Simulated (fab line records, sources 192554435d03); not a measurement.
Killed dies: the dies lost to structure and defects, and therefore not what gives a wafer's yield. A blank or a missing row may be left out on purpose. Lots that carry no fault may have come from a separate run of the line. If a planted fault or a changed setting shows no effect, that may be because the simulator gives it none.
Chamber matching ; flow n5_finfet ; rie_diel-06 running N5_ZERO_LAYER_DESCUM_16: 4 sister chambers
The step chemistry O2, time 7.9 s. 4 wafers are shown with their chamber, then 10 later ones without.

## WAFERS PAIRED WITH THEIR CHAMBERS
wafer;chamber;drypump_motor_current_A (A)
L093.1;3;6.2
L093.3;0;5.2
L093.4;2;6.0
L093.5;1;5.7

## WAFERS WHOSE CHAMBER IS MISSING
wafer;drypump_motor_current_A (A)
L093.6;5.2
L095.2;5.7
L095.5;5.7
L095.6;6.0
L097.1;5.7
L097.2;5.2
L097.3;6.2
L097.4;6.0
L097.5;6.1
L097.6;5.7

## CHAMBER TAKEN BY EACH
wafer;from the rows above;in truth
L093.6;0;0
L095.2;1;1
L095.5;1;1
L095.6;2;2
L097.1;1;1
L097.2;0;0
L097.3;3;3
L097.4;2;2
L097.5;can't be placed: 2 or 3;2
L097.6;1;1
Placed correctly: 9 of 10. Not placeable from these rows: 1 (in 1, the candidates include the true chamber). Number placed wrongly: 0.
How it was worked out, from the rows above alone: a wafer's distance from a chamber is the root of the sum, over the readings, of the square of ((its reading less the chamber's mean) divided by the reading's scatter). If the next closest chamber is less than 2 further off than the closest, the wafer can't be placed; otherwise it belongs to the closest. Each chamber's mean is taken over the wafers shown for it. The scatter: root of mean squared gap, hidden wafer to nearest shown wafer, with one shown wafer a chamber.
